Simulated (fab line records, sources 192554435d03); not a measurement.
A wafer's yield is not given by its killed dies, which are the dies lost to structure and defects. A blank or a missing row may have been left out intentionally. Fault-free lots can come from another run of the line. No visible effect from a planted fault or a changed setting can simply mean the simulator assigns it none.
Split-lot study :: flow n5 finfet :: route with 1938 steps; 7 lots, 21 wafers read

ON THE SPLIT
At N5_BEOL_M1_COAT_22 (resist thk 30 nm), the setting spin rpm was moved away from the recipe's 1500 rpm on 8 of the 21 wafers read, by -10.7% to -6.0%. All remaining wafers had this setting at the recipe value.

FROM THE SPLIT TO THE READING: what the file shows between them, 3 steps
- N5_BEOL_M1_EBR_24
- N5_BEOL_M1_SOFTBAKE_23: time 60 s
- N5_BEOL_M1_DESCUM_33: chemistry O2, time 7 s

THE READING
CAR-EUV_of_BEOL_M1_COAT_22.thk nm (the simulator's own value, which no gauge read), in nm, at N5_BEOL_M1_ETCH_77 (etches underlayer in N2/H2, target depth 6.5 nm, time 5.2 s). There is no usual value for it anywhere in the file. Average 20.4 nm, standard deviation 0.084 nm, over the 13 wafers here run with the recipe.

wafer: L074.2
tool, chamber at the split: litho track-04, 0
spin rpm as run, rpm: 1500
against the recipe: recipe
CAR-EUV_of_BEOL_M1_COAT_22.thk nm, nm: 20.4
against lot-mates on the recipe: -

wafer: L074.3
tool, chamber at the split: litho track-04, 0
spin rpm as run, rpm: 1500
against the recipe: recipe
CAR-EUV_of_BEOL_M1_COAT_22.thk nm, nm: 20.2
against lot-mates on the recipe: -

wafer: L074.4
tool, chamber at the split: litho track-04, 0
spin rpm as run, rpm: 1500
against the recipe: recipe
CAR-EUV_of_BEOL_M1_COAT_22.thk nm, nm: 20.2
against lot-mates on the recipe: -

wafer: L079.3
tool, chamber at the split: litho track-04, 0
spin rpm as run, rpm: 1500
against the recipe: recipe
CAR-EUV_of_BEOL_M1_COAT_22.thk nm, nm: 20.4
against lot-mates on the recipe: -

wafer: L079.4
tool, chamber at the split: litho track-04, 0
spin rpm as run, rpm: 1410
against the recipe: -6.0%
CAR-EUV_of_BEOL_M1_COAT_22.thk nm, nm: 21.2
against lot-mates on the recipe: +0.8

wafer: L079.5
tool, chamber at the split: litho track-04, 0
spin rpm as run, rpm: 1410
against the recipe: -6.0%
CAR-EUV_of_BEOL_M1_COAT_22.thk nm, nm: 21.2
against lot-mates on the recipe: +0.8

wafer: L081.1
tool, chamber at the split: litho track-02, 0
spin rpm as run, rpm: 1500
against the recipe: recipe
CAR-EUV_of_BEOL_M1_COAT_22.thk nm, nm: 20.4
against lot-mates on the recipe: -

wafer: L081.3
tool, chamber at the split: litho track-02, 0
spin rpm as run, rpm: 1339
against the recipe: -10.7%
CAR-EUV_of_BEOL_M1_COAT_22.thk nm, nm: 22.2
against lot-mates on the recipe: +1.8

wafer: L081.5
tool, chamber at the split: litho track-02, 0
spin rpm as run, rpm: 1339
against the recipe: -10.7%
CAR-EUV_of_BEOL_M1_COAT_22.thk nm, nm: 22
against lot-mates on the recipe: +1.6

wafer: L082.1
tool, chamber at the split: litho track-01, 0
spin rpm as run, rpm: 1500
against the recipe: recipe
CAR-EUV_of_BEOL_M1_COAT_22.thk nm, nm: 20.4
against lot-mates on the recipe: -

wafer: L082.2
tool, chamber at the split: litho track-01, 0
spin rpm as run, rpm: 1349
against the recipe: -10.1%
CAR-EUV_of_BEOL_M1_COAT_22.thk nm, nm: 22
against lot-mates on the recipe: +1.6

wafer: L082.4
tool, chamber at the split: litho track-01, 0
spin rpm as run, rpm: 1349
against the recipe: -10.1%
CAR-EUV_of_BEOL_M1_COAT_22.thk nm, nm: 21.8
against lot-mates on the recipe: +1.4

wafer: L083.2
tool, chamber at the split: litho track-02, 0
spin rpm as run, rpm: 1368
against the recipe: -8.8%
CAR-EUV_of_BEOL_M1_COAT_22.thk nm, nm: 21.6
against lot-mates on the recipe: +1.2

wafer: L083.4
tool, chamber at the split: litho track-02, 0
spin rpm as run, rpm: 1368
against the recipe: -8.8%
CAR-EUV_of_BEOL_M1_COAT_22.thk nm, nm: 21.8
against lot-mates on the recipe: +1.4

wafer: L083.5
tool, chamber at the split: litho track-02, 0
spin rpm as run, rpm: 1500
against the recipe: recipe
CAR-EUV_of_BEOL_M1_COAT_22.thk nm, nm: 20.4
against lot-mates on the recipe: -

wafer: L087.2
tool, chamber at the split: litho track-04, 0
spin rpm as run, rpm: 1500
against the recipe: recipe
CAR-EUV_of_BEOL_M1_COAT_22.thk nm, nm: 20.2
against lot-mates on the recipe: -

wafer: L087.4
tool, chamber at the split: litho track-04, 0
spin rpm as run, rpm: 1500
against the recipe: recipe
CAR-EUV_of_BEOL_M1_COAT_22.thk nm, nm: 20.4
against lot-mates on the recipe: -

wafer: L087.5
tool, chamber at the split: litho track-04, 0
spin rpm as run, rpm: 1500
against the recipe: recipe
CAR-EUV_of_BEOL_M1_COAT_22.thk nm, nm: 20.4
against lot-mates on the recipe: -

wafer: L097.1
tool, chamber at the split: litho track-01, 0
spin rpm as run, rpm: 1500
against the recipe: recipe
CAR-EUV_of_BEOL_M1_COAT_22.thk nm, nm: 20.4
against lot-mates on the recipe: -

wafer: L097.3
tool, chamber at the split: litho track-01, 0
spin rpm as run, rpm: 1500
against the recipe: recipe
CAR-EUV_of_BEOL_M1_COAT_22.thk nm, nm: 20.4
against lot-mates on the recipe: -

wafer: L097.6
tool, chamber at the split: litho track-01, 0
spin rpm as run, rpm: 1500
against the recipe: recipe
CAR-EUV_of_BEOL_M1_COAT_22.thk nm, nm: 20.4
against lot-mates on the recipe: -

THE FIT
A straight line over all 21 wafers: CAR-EUV_of_BEOL_M1_COAT_22.thk nm changes by -0.156 nm for each +1% of spin rpm; r = -0.99; the points scatter about the line by 0.097 nm.
The same after taking each lot's own level away (the mean of its wafers on the recipe; 21 wafers): -0.151 nm for each +1%; r = -0.99; scatter 0.089 nm.
On that fit, the largest move of spin rpm shifts the reading by 1.6 nm.
The span of the lots' own levels, 20.27 to 20.40 nm, comes to 1.6 times the standard deviation stated above.
The two slopes agree, so the slope changes little with the lot-to-lot level.
Check: +1.57 nm against its lot-mates is what the line predicts for one of the wafers moved furthest among these (-10.7%) when that wafer is left out of the fit. It came out at +1.8 nm against them.

THESE WAFERS: OTHER SPLITS
These wafers also went through other splits before the reading. Each is held against what the fit with the lots' levels taken away leaves over:
other split on the same wafers: N5_MOL_CONTACT_COAG_CVD_140 target thk a
wafers away from the commonest value: 6
r with CAR-EUV_of_BEOL_M1_COAT_22.thk nm (lot level and that fit taken away): +0.29

other split on the same wafers: N5_BEOL_M0_SAQP_PECVD_03 time s
wafers away from the commonest value: 4
r with CAR-EUV_of_BEOL_M1_COAT_22.thk nm (lot level and that fit taken away): -0.04

other split on the same wafers: N5_BEOL_M0_ETCH_138 source w
wafers away from the commonest value: 10
r with CAR-EUV_of_BEOL_M1_COAT_22.thk nm (lot level and that fit taken away): -0.15

THE WHOLE CHAIN: every reading that the file lists as answering this split, in the file's order
step: N5_BEOL_M1_COAT_22
what it does: resist thk 30 nm
reading: CAR-EUV_of_BEOL_M1_COAT_22.thk nm (the simulator's own value, which no gauge read)
change (the file's fit): -0.169 nm for each +1% of the setting
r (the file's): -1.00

step: N5_BEOL_M1_DESCUM_33
what it does: chemistry O2, time 7 s
reading: CAR-EUV_of_BEOL_M1_COAT_22.thk nm (the simulator's own value, which no gauge read)
change (the file's fit): -0.159 nm for each +1% of the setting
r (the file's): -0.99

step: N5_BEOL_M1_ETCH_77
what it does: etches underlayer in N2/H2, target depth 6.5 nm, time 5.2 s
reading: CAR-EUV_of_BEOL_M1_COAT_22.thk nm (the simulator's own value, which no gauge read)
change (the file's fit): -0.15 nm for each +1% of the setting
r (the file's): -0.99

FILE'S OWN FIT
CAR-EUV_of_BEOL_M1_COAT_22.thk nm changes by -0.15 nm for each +1% of spin rpm, r = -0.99.
